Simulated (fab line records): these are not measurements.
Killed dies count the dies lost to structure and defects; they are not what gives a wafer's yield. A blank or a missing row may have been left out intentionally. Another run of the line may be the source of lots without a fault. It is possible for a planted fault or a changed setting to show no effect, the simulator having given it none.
Which tool did it? / flow nandHarc / 11 lots with 33 wafers sampled at 5 steps, on a route of 1302 steps

== WHAT EACH GAUGE READ, for each wafer ==
NHARC_END_SORT_01. Usual: killedAtArray 54, standard deviation 20; killedAtOther 0.9, standard deviation 1.1; killedAtPeriphery 3.8, standard deviation 2.4; killedDies 58, standard deviation 20; killedOpen 3.5, standard deviation 1.9; killedShort 2.5, standard deviation 1.6.
lot=L247; measured=day 29 09:58; on=prober-02; killedAtArray=69 32 60; killedAtOther=2 2 1; killedAtPeriphery=6 5 7; killedDies=77 39 68; killedOpen=10 4 6; killedShort=4 3 1; flag=

== EACH LOT AND THE TOOL THAT RAN IT (in order: tool; ch and the chambers of the sampled wafers; start) ==
lot=L236; NHARC_A_CHANNEL_HOLE_D1_STRIP_27=rieDiel-05 ch 0,1,2, day 9 19:38 or earlier; NHARC_A_CHANNEL_FILL_D1_ANNEAL_17=furnace-05 ch 0, day 9 19:38; NHARC_A_CHANNEL_FILL_D1_STRIP_28=rieDiel-08 ch 1,2,3, day 10 04:24; NHARC_A_CHANNEL_FILL_D1_ALD_25=aldHk-03 ch 0,2,3, day 10 17:29
lot=L237; NHARC_A_CHANNEL_HOLE_D1_STRIP_27=rieDiel-11 ch 1,2, day 10 09:05 or earlier; NHARC_A_CHANNEL_FILL_D1_ANNEAL_17=furnace-02 ch 0, day 10 09:05; NHARC_A_CHANNEL_FILL_D1_STRIP_28=rieDiel-07 ch 2,3, day 10 17:46; NHARC_A_CHANNEL_FILL_D1_ALD_25=aldHk-02 ch 0,1, day 11 06:17
lot=L238; NHARC_A_CHANNEL_HOLE_D1_STRIP_27=rieDiel-05 ch 0,1,3, day 11 06:12 or earlier; NHARC_A_CHANNEL_FILL_D1_ANNEAL_17=furnace-05 ch 0, day 11 06:12; NHARC_A_CHANNEL_FILL_D1_STRIP_28=rieDiel-08 ch 0,2,3, day 11 14:48; NHARC_A_CHANNEL_FILL_D1_ALD_25=aldHk-04 ch 1,2,3, day 12 02:00
lot=L240; NHARC_A_CHANNEL_HOLE_D1_STRIP_27=rieDiel-11 ch 0,2, day 11 13:56 or earlier; NHARC_A_CHANNEL_FILL_D1_ANNEAL_17=furnace-02 ch 0, day 11 13:56; NHARC_A_CHANNEL_FILL_D1_STRIP_28=rieDiel-06 ch 0,2, day 11 22:53; NHARC_A_CHANNEL_FILL_D1_ALD_25=aldHk-03 ch 0,2,3, day 12 10:49
lot=L241; NHARC_A_CHANNEL_HOLE_D1_STRIP_27=rieDiel-05 ch 1,2, day 12 00:14 or earlier; NHARC_A_CHANNEL_FILL_D1_ANNEAL_17=furnace-02 ch 0, day 12 00:14; NHARC_A_CHANNEL_FILL_D1_STRIP_28=rieDiel-06 ch 0,1,2, day 12 08:55; NHARC_A_CHANNEL_FILL_D1_ALD_25=aldHk-02 ch 0,2,3, day 12 22:30
lot=L242; NHARC_A_CHANNEL_HOLE_D1_STRIP_27=rieDiel-05 ch 0,2,3, day 12 12:07 or earlier; NHARC_A_CHANNEL_FILL_D1_ANNEAL_17=furnace-01 ch 0, day 12 12:07; NHARC_A_CHANNEL_FILL_D1_STRIP_28=rieDiel-06 ch 1,2,3, day 12 20:49; NHARC_A_CHANNEL_FILL_D1_ALD_25=aldHk-04 ch 1,2, day 13 09:01
lot=L244; NHARC_A_CHANNEL_HOLE_D1_STRIP_27=rieDiel-11 ch 1,2,3, day 13 00:45 or earlier; NHARC_A_CHANNEL_FILL_D1_ANNEAL_17=furnace-01 ch 0, day 13 00:45; NHARC_A_CHANNEL_FILL_D1_STRIP_28=rieDiel-06 ch 0,1,3, day 13 09:41; NHARC_A_CHANNEL_FILL_D1_ALD_25=aldHk-04 ch 0,2, day 13 21:49
lot=L243; NHARC_A_CHANNEL_HOLE_D1_STRIP_27=rieDiel-11 ch 1,2,3, day 13 00:45 or earlier; NHARC_A_CHANNEL_FILL_D1_ANNEAL_17=furnace-01 ch 0, day 13 00:45; NHARC_A_CHANNEL_FILL_D1_STRIP_28=rieDiel-06 ch 2,3, day 13 09:38; NHARC_A_CHANNEL_FILL_D1_ALD_25=aldHk-03 ch 0,2,3, day 13 22:25
lot=L245; NHARC_A_CHANNEL_HOLE_D1_STRIP_27=rieDiel-11 ch 0,3, day 13 10:02 or earlier; NHARC_A_CHANNEL_FILL_D1_ANNEAL_17=furnace-05 ch 0, day 13 10:02; NHARC_A_CHANNEL_FILL_D1_STRIP_28=rieDiel-08 ch 0,1,3, day 13 18:41; NHARC_A_CHANNEL_FILL_D1_ALD_25=aldHk-03 ch 0,2, day 14 06:27
lot=L246; NHARC_A_CHANNEL_HOLE_D1_STRIP_27=rieDiel-11 ch 0,2,3, day 13 22:28 or earlier; NHARC_A_CHANNEL_FILL_D1_ANNEAL_17=furnace-05 ch 0, day 13 22:28; NHARC_A_CHANNEL_FILL_D1_STRIP_28=rieDiel-08 ch 1,2,3, day 14 07:11; NHARC_A_CHANNEL_FILL_D1_ALD_25=aldHk-03 ch 1,2,3, day 14 18:52
lot=L247; NHARC_A_CHANNEL_HOLE_D1_STRIP_27=rieDiel-05 ch 0,2,3, day 14 09:53 or earlier; NHARC_A_CHANNEL_FILL_D1_ANNEAL_17=furnace-01 ch 0, day 14 09:53; NHARC_A_CHANNEL_FILL_D1_STRIP_28=rieDiel-06 ch 0,2,3, day 14 18:38; NHARC_A_CHANNEL_FILL_D1_ALD_25=aldHk-02 ch 0,1,2, day 15 07:19
- NHARC_A_CHANNEL_HOLE_D1_STRIP_27: strips in O2.
- NHARC_A_CHANNEL_FILL_D1_ANNEAL_17: time 1800 s.
- NHARC_A_CHANNEL_FILL_D1_STRIP_28: strips in O2, time 20 s.
- NHARC_A_CHANNEL_FILL_D1_ALD_25: deposits SiOx, target thk 60 nm, pulse time 10 s, ald cycles 600.

== AS READ BY THE TOOLS THEMSELVES (means over the sampled wafers that have a number; for cases with no such wafer, the mark the record gives instead) ==
NHARC_A_CHANNEL_HOLE_D1_STRIP_27. Usual: chamberPressureMTorr 60.00 mTorr, standard deviation 0.054; drypumpMotorCurrentA 5.7 A, standard deviation 0.65; oesProductAu 1.001 a.u., standard deviation 0.0074; rfVppV 57.7 V, standard deviation 0.92; showerheadPlenumPTorr 3.47 Torr, standard deviation 0.14; throttleValvePct 17.037 %, standard deviation 0.0088.
lot=L236; tool=rieDiel-05; chamberPressureMTorr (mTorr)=59.99; drypumpMotorCurrentA (A)=5.3; oesProductAu (a.u.)=0.999; rfVppV (V)=58.0; showerheadPlenumPTorr (Torr)=3.53; throttleValvePct (%)=17.043; flag=
lot=L237; tool=rieDiel-11; chamberPressureMTorr (mTorr)=59.94; drypumpMotorCurrentA (A)=6.2; oesProductAu (a.u.)=1.001; rfVppV (V)=56.8; showerheadPlenumPTorr (Torr)=3.41; throttleValvePct (%)=17.036; flag=
lot=L238; tool=rieDiel-05; chamberPressureMTorr (mTorr)=60.07; drypumpMotorCurrentA (A)=5.9; oesProductAu (a.u.)=0.999; rfVppV (V)=58.6; showerheadPlenumPTorr (Torr)=3.59; throttleValvePct (%)=17.028; flag=
lot=L240; tool=rieDiel-11; chamberPressureMTorr (mTorr)=59.98; drypumpMotorCurrentA (A)=5.7; oesProductAu (a.u.)=0.992; rfVppV (V)=57.7; showerheadPlenumPTorr (Torr)=3.53; throttleValvePct (%)=17.042; flag=
lot=L241; tool=rieDiel-05; chamberPressureMTorr (mTorr)=59.99; drypumpMotorCurrentA (A)=5.1; oesProductAu (a.u.)=1.000; rfVppV (V)=58.5; showerheadPlenumPTorr (Torr)=3.63; throttleValvePct (%)=17.033; flag=
lot=L242; tool=rieDiel-05; chamberPressureMTorr (mTorr)=60.02; drypumpMotorCurrentA (A)=5.6; oesProductAu (a.u.)=0.999; rfVppV (V)=58.0; showerheadPlenumPTorr (Torr)=3.54; throttleValvePct (%)=17.039; flag=
lot=L244; tool=rieDiel-11; chamberPressureMTorr (mTorr)=60.01; drypumpMotorCurrentA (A)=5.7; oesProductAu (a.u.)=0.997; rfVppV (V)=57.6; showerheadPlenumPTorr (Torr)=3.39; throttleValvePct (%)=17.037; flag=
lot=L243; tool=rieDiel-11; chamberPressureMTorr (mTorr)=59.98; drypumpMotorCurrentA (A)=5.7; oesProductAu (a.u.)=1.008; rfVppV (V)=57.9; showerheadPlenumPTorr (Torr)=3.39; throttleValvePct (%)=17.035; flag=
lot=L245; tool=rieDiel-11; chamberPressureMTorr (mTorr)=59.98; drypumpMotorCurrentA (A)=5.4; oesProductAu (a.u.)=1.003; rfVppV (V)=56.6; showerheadPlenumPTorr (Torr)=3.40; throttleValvePct (%)=17.039; flag=
lot=L246; tool=rieDiel-11; chamberPressureMTorr (mTorr)=60.01; drypumpMotorCurrentA (A)=5.4; oesProductAu (a.u.)=1.006; rfVppV (V)=58.2; showerheadPlenumPTorr (Torr)=3.44; throttleValvePct (%)=17.046; flag=
lot=L247; tool=rieDiel-05; chamberPressureMTorr (mTorr)=59.98; drypumpMotorCurrentA (A)=5.6; oesProductAu (a.u.)=0.989; rfVppV (V)=56.5; showerheadPlenumPTorr (Torr)=3.53; throttleValvePct (%)=17.036; flag=

NHARC_A_CHANNEL_FILL_D1_ANNEAL_17. Usual: spikeTcBottomC 869.2 C, standard deviation 1.5; spikeTcCentreC 849.9 C, standard deviation 1.2; spikeTcLowerC 849.5 C, standard deviation 1.2; spikeTcTopC 861.4 C, standard deviation 1.4; spikeTcUpperC 849.9 C, standard deviation 1.8; tubeCenterTempC 850 C, standard deviation 0.074; tube_center_temp_C_max 852.2, standard deviation 0.32; zonePowerTopPct 29.6 %, standard deviation 0.4.
lot=L236; tool=furnace-05; spikeTcBottomC (C)=868.1; spikeTcCentreC (C)=848.2; spikeTcLowerC (C)=847.8; spikeTcTopC (C)=863.0; spikeTcUpperC (C)=852.4; tubeCenterTempC (C)=850; tube_center_temp_C_max=852.1; zonePowerTopPct (%)=29.2; flag=
lot=L237; tool=furnace-02; spikeTcBottomC (C)=869.8; spikeTcCentreC (C)=850.0; spikeTcLowerC (C)=850.2; spikeTcTopC (C)=862.0; spikeTcUpperC (C)=848.4; tubeCenterTempC (C)=850; tube_center_temp_C_max=852.1; zonePowerTopPct (%)=29.8; flag=
lot=L238; tool=furnace-05; spikeTcBottomC (C)=867.6; spikeTcCentreC (C)=849.7; spikeTcLowerC (C)=848.0; spikeTcTopC (C)=862.9; spikeTcUpperC (C)=852.4; tubeCenterTempC (C)=850; tube_center_temp_C_max=852.1; zonePowerTopPct (%)=29.7; flag=
lot=L240; tool=furnace-02; spikeTcBottomC (C)=869.7; spikeTcCentreC (C)=849.1; spikeTcLowerC (C)=849.2; spikeTcTopC (C)=861.6; spikeTcUpperC (C)=848.0; tubeCenterTempC (C)=850; tube_center_temp_C_max=852.2; zonePowerTopPct (%)=29.9; flag=
lot=L241; tool=furnace-02; spikeTcBottomC (C)=871.0; spikeTcCentreC (C)=850.1; spikeTcLowerC (C)=849.4; spikeTcTopC (C)=861.8; spikeTcUpperC (C)=847.9; tubeCenterTempC (C)=850; tube_center_temp_C_max=852.2; zonePowerTopPct (%)=29.9; flag=
lot=L242; tool=furnace-01; spikeTcBottomC (C)=870.8; spikeTcCentreC (C)=849.8; spikeTcLowerC (C)=849.4; spikeTcTopC (C)=860.8; spikeTcUpperC (C)=849.8; tubeCenterTempC (C)=850; tube_center_temp_C_max=852.1; zonePowerTopPct (%)=29.5; flag=
lot=L244; tool=furnace-01; spikeTcBottomC (C)=870.4; spikeTcCentreC (C)=850.7; spikeTcLowerC (C)=849.4; spikeTcTopC (C)=859.7; spikeTcUpperC (C)=849.5; tubeCenterTempC (C)=850; tube_center_temp_C_max=852.3; zonePowerTopPct (%)=29.1; flag=
lot=L243; tool=furnace-01; spikeTcBottomC (C)=869.7; spikeTcCentreC (C)=849.3; spikeTcLowerC (C)=849.2; spikeTcTopC (C)=860.3; spikeTcUpperC (C)=849.6; tubeCenterTempC (C)=850; tube_center_temp_C_max=852.3; zonePowerTopPct (%)=29.1; flag=
lot=L245; tool=furnace-05; spikeTcBottomC (C)=867.3; spikeTcCentreC (C)=847.9; spikeTcLowerC (C)=848.5; spikeTcTopC (C)=862.4; spikeTcUpperC (C)=851.7; tubeCenterTempC (C)=850; tube_center_temp_C_max=852.1; zonePowerTopPct (%)=29.7; flag=
lot=L246; tool=furnace-05; spikeTcBottomC (C)=867.5; spikeTcCentreC (C)=849.4; spikeTcLowerC (C)=848.2; spikeTcTopC (C)=862.8; spikeTcUpperC (C)=852.1; tubeCenterTempC (C)=850; tube_center_temp_C_max=852.2; zonePowerTopPct (%)=29.5; flag=
lot=L247; tool=furnace-01; spikeTcBottomC (C)=816.4; spikeTcCentreC (C)=796.0; spikeTcLowerC (C)=795.0; spikeTcTopC (C)=805.4; spikeTcUpperC (C)=795.6; tubeCenterTempC (C)=795; tube_center_temp_C_max=797.9; zonePowerTopPct (%)=26.2; flag=OFF

NHARC_A_CHANNEL_FILL_D1_STRIP_28. Usual: chamberPressureMTorr 60.00 mTorr, standard deviation 0.058; drypumpMotorCurrentA 5.9 A, standard deviation 0.41; oesProductAu 1.001 a.u., standard deviation 0.0078; rfVppV 58.0 V, standard deviation 0.86; showerheadPlenumPTorr 3.60 Torr, standard deviation 0.13; throttleValvePct 17.036 %, standard deviation 0.0093.
lot=L236; tool=rieDiel-08; chamberPressureMTorr (mTorr)=60.02; drypumpMotorCurrentA (A)=5.6; oesProductAu (a.u.)=0.999; rfVppV (V)=57.1; showerheadPlenumPTorr (Torr)=3.48; throttleValvePct (%)=17.039; flag=
lot=L237; tool=rieDiel-07; chamberPressureMTorr (mTorr)=60.04; drypumpMotorCurrentA (A)=5.8; oesProductAu (a.u.)=0.996; rfVppV (V)=58.6; showerheadPlenumPTorr (Torr)=3.59; throttleValvePct (%)=17.038; flag=
lot=L238; tool=rieDiel-08; chamberPressureMTorr (mTorr)=59.95; drypumpMotorCurrentA (A)=5.4; oesProductAu (a.u.)=1.001; rfVppV (V)=57.7; showerheadPlenumPTorr (Torr)=3.39; throttleValvePct (%)=17.031; flag=
lot=L240; tool=rieDiel-06; chamberPressureMTorr (mTorr)=60.00; drypumpMotorCurrentA (A)=5.8; oesProductAu (a.u.)=1.003; rfVppV (V)=57.9; showerheadPlenumPTorr (Torr)=3.64; throttleValvePct (%)=17.039; flag=
lot=L241; tool=rieDiel-06; chamberPressureMTorr (mTorr)=59.97; drypumpMotorCurrentA (A)=5.9; oesProductAu (a.u.)=1.006; rfVppV (V)=58.3; showerheadPlenumPTorr (Torr)=3.64; throttleValvePct (%)=17.032; flag=
lot=L242; tool=rieDiel-06; chamberPressureMTorr (mTorr)=59.97; drypumpMotorCurrentA (A)=5.9; oesProductAu (a.u.)=1.009; rfVppV (V)=57.7; showerheadPlenumPTorr (Torr)=3.66; throttleValvePct (%)=17.030; flag=
lot=L244; tool=rieDiel-06; chamberPressureMTorr (mTorr)=60.03; drypumpMotorCurrentA (A)=6.0; oesProductAu (a.u.)=1.008; rfVppV (V)=59.3; showerheadPlenumPTorr (Torr)=3.64; throttleValvePct (%)=17.043; flag=
lot=L243; tool=rieDiel-06; chamberPressureMTorr (mTorr)=60.03; drypumpMotorCurrentA (A)=5.6; oesProductAu (a.u.)=1.006; rfVppV (V)=57.7; showerheadPlenumPTorr (Torr)=3.68; throttleValvePct (%)=17.033; flag=
lot=L245; tool=rieDiel-08; chamberPressureMTorr (mTorr)=60.05; drypumpMotorCurrentA (A)=5.6; oesProductAu (a.u.)=1.007; rfVppV (V)=57.8; showerheadPlenumPTorr (Torr)=3.53; throttleValvePct (%)=17.037; flag=
lot=L246; tool=rieDiel-08; chamberPressureMTorr (mTorr)=60.03; drypumpMotorCurrentA (A)=5.6; oesProductAu (a.u.)=1.008; rfVppV (V)=57.8; showerheadPlenumPTorr (Torr)=3.47; throttleValvePct (%)=17.033; flag=
lot=L247; tool=rieDiel-06; chamberPressureMTorr (mTorr)=60.01; drypumpMotorCurrentA (A)=5.7; oesProductAu (a.u.)=1.000; rfVppV (V)=57.7; showerheadPlenumPTorr (Torr)=3.66; throttleValvePct (%)=17.037; flag=

NHARC_A_CHANNEL_FILL_D1_ALD_25. Usual: heaterPowerW 466 W, standard deviation 47; precursorPulseHeightRel 0.999, standard deviation 0.021.
lot=L236; tool=aldHk-03; heaterPowerW (W)=437; precursorPulseHeightRel=0.996; flag=
lot=L237; tool=aldHk-02; heaterPowerW (W)=424; precursorPulseHeightRel=0.998; flag=
lot=L238; tool=aldHk-04; heaterPowerW (W)=491; precursorPulseHeightRel=1.006; flag=
lot=L240; tool=aldHk-03; heaterPowerW (W)=441; precursorPulseHeightRel=1.017; flag=
lot=L241; tool=aldHk-02; heaterPowerW (W)=475; precursorPulseHeightRel=1.001; flag=
lot=L242; tool=aldHk-04; heaterPowerW (W)=509; precursorPulseHeightRel=0.998; flag=
lot=L244; tool=aldHk-04; heaterPowerW (W)=463; precursorPulseHeightRel=1.016; flag=
lot=L243; tool=aldHk-03; heaterPowerW (W)=441; precursorPulseHeightRel=0.990; flag=
lot=L245; tool=aldHk-03; heaterPowerW (W)=428; precursorPulseHeightRel=0.997; flag=
lot=L246; tool=aldHk-03; heaterPowerW (W)=427; precursorPulseHeightRel=1.004; flag=
lot=L247; tool=aldHk-02; heaterPowerW (W)=447; precursorPulseHeightRel=1.008; flag=

== THE ANSWER, worked out from the rows above alone ==
Rule: lot off if the mean of its wafers having a number is beyond 3 standard deviations from the usual mean. A lot without any number at a reading at which 4 lots or more have one is off too. Where the step has rows for the other lots, those lots are counted as sound. After the gauges, taken in route order, come the tools' own readings; for these a lot's mean is taken, as printed above. The first step at which some lot is off is used, and at that step the reading that is off furthest; a lot without a number counts as furthest.
Off, at NHARC_A_CHANNEL_FILL_D1_ANNEAL_17 on tubeCenterTempC: L247.
If a tool, at that step or one of the process steps before it, ran each lot that is off and ran no sound lot following the first of them, it fits. NHARC_A_CHANNEL_HOLE_D1_STRIP_27 gives no start for some lots, so the hours and the order of its lots are those of NHARC_A_CHANNEL_FILL_D1_ANNEAL_17. 2 tools fit, rieDiel-05 at NHARC_A_CHANNEL_HOLE_D1_STRIP_27 and furnace-01 at NHARC_A_CHANNEL_FILL_D1_ANNEAL_17, so this cannot tell which one it is.

== WHAT THE SIMULATOR HAD PUT IN ==
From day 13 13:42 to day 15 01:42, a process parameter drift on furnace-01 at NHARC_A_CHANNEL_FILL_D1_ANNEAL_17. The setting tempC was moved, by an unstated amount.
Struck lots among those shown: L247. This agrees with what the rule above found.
